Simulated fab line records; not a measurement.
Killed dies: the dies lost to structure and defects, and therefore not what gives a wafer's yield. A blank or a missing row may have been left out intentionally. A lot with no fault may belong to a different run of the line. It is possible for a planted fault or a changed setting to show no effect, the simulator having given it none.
fab line records | flow n5Finfet
[record] lots = 11 wafers = 33 lastDay = 18
route steps=1938 shown BEOL_M3@1007 BEOL_M4@1024
lots untouched by any fault: they come from a run of this same line in which no faults occurred
startH: start of the lot's first displayed wafer, in hours after the record's first day | waitH: hours from the lot's prior step to this one | " the same as in the row above | L1.1+2: a single row standing in for several wafers | - no value, or no start was given | * or withheld: withheld | < > ~ a bound
route shown NAME@n: a module of which the file shows steps, and the number in the route of the first | usual: mean and standard deviation over wafers with no fault | same: alike in all rows | chamber/n: place in a boat | sites: each site's reading | _std_site: how widely they spread, as a standard deviation | _edge_site: mean of outer sites minus mean of inner sites | radiusMm: for every site, how far away it sits from the centre of the wafer | mask NAME#n: copy n | behind: the last tool/chamber to shape the wafer | hold: why the lot went on hold/how many hours it stayed there/how the hold came to an end | device: transistor that didn't switch, given as n, p or np | end of line: the route-end tests of the same wafers | a step given without rows: its recipe and nothing more | killed: dies lost to structure and defects at the first sort, not the wafer's yield | map: shows each die of a wafer: x if killed, . if not, _ if none is there
set.NAME: the run value of the setting; set.NAME@STEP: its run value at that earlier step | model.NAME: the simulator's own value behind a step, which no gauge read
the route's steps for a sample of lots (tables are steps, rows are wafers)
services: when a tool's chamber went out of use (startH, in hours from the record's first day, below 0 if earlier), for how many hours, and the reason
[[steps]]
[step N5_BEOL_M3_ANNEAL_93]
[recipe] tempC = 400 timeS = 240 ambient = vacuum
[usual] heaterPowerW = 823/93
[same] timeS = 240
// columns lot.wafer tool chamber startH waitH heaterPowerW
L221.1 pvdSputter-01 - 167.14 0.0 723
L221.2 " - " " 935
L221.3 " - " " 940
L223.1 pvdSputter-02 - 186.94 0.0 912
L223.3 " - " " 765
L223.4 " - " " 790
L226.2 pvdSputter-01 - 193.38 0.0 959
L226.3 " - " " 623
L226.4 " - " " 925
L231.1 pvdSputter-03 - 235.48 0.0 908
L231.4 " - " " 826
L231.5 " - " " 838
L233.1 pvdSputter-03 - 242.05 0.0 852
L233.4 " - " " 839
L233.5 " - " " 836
L234.3 pvdSputter-01 - 249.23 0.0 706
L234.4 " - " " 923
L234.6 " - " " 917
L236.1 pvdSputter-02 - 249.82 0.0 734
L236.2 " - " " 788
L236.4 " - " " 768
L235.1 pvdSputter-01 - 252.70 0.0 950
L235.2 " - " " 609
L235.6 " - " " 716
L237.1 pvdSputter-02 - 255.88 0.0 755
L237.2 " - " " 903
L237.3 " - " " 716
L241.1 pvdSputter-03 - 282.99 0.0 840
L241.4 " - " " 820
L241.6 " - " " 846
L243.1 pvdSputter-02 - 299.90 0.0 911
L243.2 " - " " 782
L243.5 " - " " 729
[step N5_BEOL_M3_INSPECT_59]
[recipe] inspectInstrument = darkfield mode = postDep
[usual] rawDefectCount = 74/26
// columns lot.wafer tool chamber startH waitH rawDefectCount
L221.1 defectInspect-02 - 168.61 0.0 65
L221.2 " - " " 58
L221.3 " - " " 54
L223.1 defectInspect-01 - 188.37 0.0 57
L223.3 " - " " 45
L223.4 " - " " 58
L226.2 defectInspect-02 - 194.94 0.0 142
L226.3 " - " " 112
L226.4 " - " " 75
L231.1 defectInspect-02 - 236.93 0.0 108
L231.4 " - " " 108
L231.5 " - " " 162
L233.1 defectInspect-02 - 243.50 0.0 138
L233.4 " - " " 85
L233.5 " - " " 104
L234.3 defectInspect-02 - 250.66 0.0 48
L234.4 " - " " 89
L234.6 " - " " 88
L236.1 defectInspect-01 - 251.25 0.0 50
L236.2 " - " " 68
L236.4 " - " " 50
L235.1 defectInspect-02 - 254.13 0.0 116
L235.2 " - " " 83
L235.6 " - " " 77
L237.1 defectInspect-02 - 257.46 0.0 70
L237.2 " - " " 71
L237.3 " - " " 51
L241.1 defectInspect-02 - 284.52 0.0 61
L241.4 " - " " 87
L241.6 " - " " 42
L243.1 defectInspect-02 - 301.33 0.0 66
L243.2 " - " " 60
L243.5 " - " " 109
[step N5_BEOL_M4_HM_DEP_02]
[recipe] material = TiN targetThkA = 200 tempC = 25 chamberPressurePa = 0.49996
[usual] throttleValvePct = 30.1/1.1
// columns lot.wafer tool chamber startH waitH throttleValvePct
L221.1 pvdSputter-03 - 169.07 0.3 31.3
L221.2 " - " " 30.6
L221.3 " - " " 28.4
L223.1 pvdSputter-01 - 189.16 0.6 29.7
L223.3 " - " " 32.2
L223.4 " - " " 29.5
L226.2 pvdSputter-02 - 195.96 0.9 30.5
L226.3 " - " " 28.1
L226.4 " - " " 30.9
L231.1 pvdSputter-01 - 239.32 2.2 30.0
L231.4 " - " " 29.6
L231.5 " - " " 29.8
L233.1 pvdSputter-02 - 243.76 0.1 28.3
L233.4 " - " " 29.8
L233.5 " - " " 28.0
L234.3 pvdSputter-03 - 250.86 0.0 31.5
L234.4 " - " " 28.4
L234.6 " - " " 30.0
L236.1 pvdSputter-03 - 253.18 1.8 30.3
L236.2 " - " " 30.6
L236.4 " - " " 31.6
L235.1 pvdSputter-03 - 256.20 1.9 31.3
L235.2 " - " " 30.2
L235.6 " - " " 28.7
L237.1 pvdSputter-02 - 257.72 0.1 31.2
L237.2 " - " " 30.7
L237.3 " - " " 29.6
L241.1 pvdSputter-03 - 286.57 1.9 30.6
L241.4 " - " " 31.4
L241.6 " - " " 31.6
L243.1 pvdSputter-03 - 302.58 1.1 31.1
L243.2 " - " " 29.9
L243.5 " - " " 31.4
[step N5_BEOL_M4_COAT_61]
[recipe] resist = SOC tempC = 250 timeS = 60 spinRpm = 1500 resistThkNm = 60
[usual] resistLineTempC = 23.02/0.11 runLengthS = 66.04/0.23
// columns lot.wafer tool chamber startH waitH resistLineTempC runLengthS
L221.1 lithoTrack-05 0 169.20 0.1 22.97 66.54
L221.2 " 0 " " 22.94 66.60
L221.3 " 0 " " 22.91 66.25
L223.1 lithoTrack-02 0 189.29 0.1 23.03 65.89
L223.3 " 0 " " 23.02 65.77
L223.4 " 0 " " 22.86 66.09
L226.2 lithoTrack-04 0 196.08 0.1 23.15 65.85
L226.3 " 0 " " 22.94 66.02
L226.4 " 0 " " 22.98 65.91
L231.1 lithoTrack-05 0 239.45 0.1 22.94 66.50
L231.4 " 0 " " 22.88 66.29
L231.5 " 0 " " 22.83 70.20
L233.1 lithoTrack-02 0 243.89 0.1 22.80 65.81
L233.4 " 0 " " 23.03 66.09
L233.5 " 0 " " 22.93 66.00
L234.3 lithoTrack-02 0 250.98 0.1 23.21 65.87
L234.4 " 0 " " 23.05 66.15
L234.6 " 0 " " 23.00 65.75
L236.1 lithoTrack-04 0 253.30 0.1 22.79 65.88
L236.2 " 0 " " 22.97 65.94
L236.4 " 0 " " 22.79 66.15
L235.1 lithoTrack-04 0 256.33 0.1 23.23 65.88
L235.2 " 0 " " 22.98 65.86
L235.6 " 0 " " 23.07 65.87
L237.1 lithoTrack-04 0 257.85 0.1 22.98 65.90
L237.2 " 0 " " 22.94 66.04
L237.3 " 0 " " 22.98 65.87
L241.1 lithoTrack-02 0 286.70 0.1 23.17 65.94
L241.4 " 0 " " 23.15 65.90
L241.6 " 0 " " 23.04 65.86
L243.1 lithoTrack-02 0 302.71 0.1 22.88 65.86
L243.2 " 0 " " 22.98 65.77
L243.5 " 0 " " 22.95 65.80
[step N5_BEOL_M4_RC_MEAS_101]
[usual] DIBL_N = 36.3/1.6 DIBL_P = 36.5/1.6 IOFF_N = 0.163/0.026 IOFF_P = 0.22/0.033 ION_N = 676/9.9 ION_P = 464/6.5 SS_N = 71.5/0.5 SS_P = 73.3/0.64 VT_N = 249.3/2.9 VT_P = -250/3.2
// columns lot.wafer tool chamber startH waitH DIBL_N[mV/V] DIBL_P[mV/V] IOFF_N[nA/um] IOFF_P[nA/um] ION_N[uA/um] ION_P[uA/um] SS_N[mV/dec] SS_P[mV/dec] VT_N[mV] VT_P[mV]
L221.1 prober-02 0 178.34 0.0 32.9 32.6 0.114 0.14 671 458 70.9 72.6 255.4 -259
L221.2 " 0 " " 35.1 35.7 0.150 0.19 669 462 71.1 74.1 249.7 -252
L221.3 " 0 " " 33.6 34.0 0.129 0.16 661 452 71.8 72.5 252.2 -254
L223.1 prober-02 0 200.28 0.1 36.5 35.4 0.157 0.23 674 461 72.0 72.8 251.4 -249
L223.3 " 0 " " 38.0 37.1 0.188 0.26 685 476 72.2 73.8 244.5 -245
L223.4 " 0 " " 35.6 34.9 0.149 0.22 695 479 71.3 73.0 246.2 -246
L226.2 prober-02 0 208.37 0.2 36.9 37.9 0.179 0.22 673 463 71.6 74.8 245.1 -251
L226.3 " 0 " " 37.0 38.1 0.182 0.22 688 466 71.7 73.9 246.4 -250
L226.4 " 0 " " 35.6 36.5 0.160 0.20 697 464 70.8 74.3 248.8 -253
L231.1 prober-02 0 254.38 0.0 35.7 36.2 0.166 0.22 674 464 71.5 73.8 249.9 -248
L231.4 " 0 " " 36.0 36.5 0.165 0.22 677 463 70.5 73.2 250.0 -248
L231.5 " 0 " " 35.3 35.6 0.152 0.21 667 458 71.2 73.4 250.9 -249
L233.1 prober-01 0 260.83 0.0 37.5 35.6 0.161 0.20 663 456 71.9 73.3 252.3 -250
L233.4 " 0 " " 34.1 32.7 0.115 0.16 668 463 70.8 72.8 254.0 -252
L233.5 " 0 " " 36.3 35.0 0.142 0.19 655 449 71.8 72.9 250.3 -253
L234.3 prober-02 0 262.66 0.3 34.6 35.7 0.129 0.19 658 457 71.6 72.6 253.8 -253
L234.4 " 0 " " 34.3 35.6 0.123 0.19 671 467 71.3 72.8 253.7 -250
L234.6 " 0 " " 36.5 38.5 0.157 0.22 670 464 71.7 72.6 250.7 -250
L236.1 prober-02 0 266.32 0.0 33.4 33.8 0.116 0.16 656 456 70.8 72.8 254.8 -256
L236.2 " 0 " " 36.1 36.6 0.158 0.20 679 457 71.7 73.6 248.3 -253
L236.4 " 0 " " 36.3 36.6 0.153 0.19 669 459 71.2 73.0 251.0 -253
L235.1 prober-02 0 270.75 0.0 37.3 36.9 0.188 0.22 682 458 72.1 73.1 246.8 -248
L235.2 " 0 " " 36.9 36.7 0.187 0.22 675 459 72.5 73.4 244.9 -250
L235.6 " 0 " " 36.6 36.5 0.175 0.21 680 461 72.1 72.7 248.3 -249
L237.1 prober-01 0 277.88 0.0 36.2 36.7 0.152 0.19 667 455 71.4 73.9 250.6 -255
L237.2 " 0 " " 35.1 35.2 0.132 0.17 659 454 71.5 73.3 254.4 -253
L237.3 " 0 " " 35.8 36.3 0.154 0.18 683 461 71.4 73.4 250.6 -256
L241.1 prober-01 0 304.18 0.0 38.4 42.3 0.213 0.29 685 470 72.8 74.2 246.6 -245
L241.4 " 0 " " 35.0 37.9 0.145 0.21 680 470 70.8 72.1 248.1 -250
L241.6 " 0 " " 35.9 38.6 0.164 0.23 682 471 71.5 72.9 250.8 -249
L243.1 prober-01 0 316.29 0.0 36.0 37.1 0.169 0.22 669 465 71.8 73.4 249.5 -250
L243.2 " 0 " " 34.9 35.2 0.145 0.19 662 456 71.6 73.5 252.3 -251
L243.5 " 0 " " 35.7 36.3 0.164 0.22 672 462 71.7 73.8 250.3 -248
[[services]]
// columns tool chamber startH hours kind
lithoTrack-02 - 213.56 - consumableReplace:filter
pvdSputter-03 - 271.86 1.3 repair
[[key]]
[firstSign] step = N5_BEOL_M4_COAT_61 reading = runLengthS direction = up sigmas = 18 usual = * struck = *
effect none on later readings
metAt N5_BEOL_M4_COAT_61
struckLots L231
struckWafers L231.5
notActingAt N5_BEOL_M3_ANNEAL_93,N5_BEOL_M3_INSPECT_59,N5_BEOL_M4_HM_DEP_02
onsetBetween 169.20 239.45
[fault] kind = processParameterDrift tool = lithoTrack-05 chamber = - onsetH = 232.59 steps = N5_BEOL_M4_COAT_61 channel = timeS offset = * shape = step endH = 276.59 scope = struckWafersOnly actsIn = * stated = *
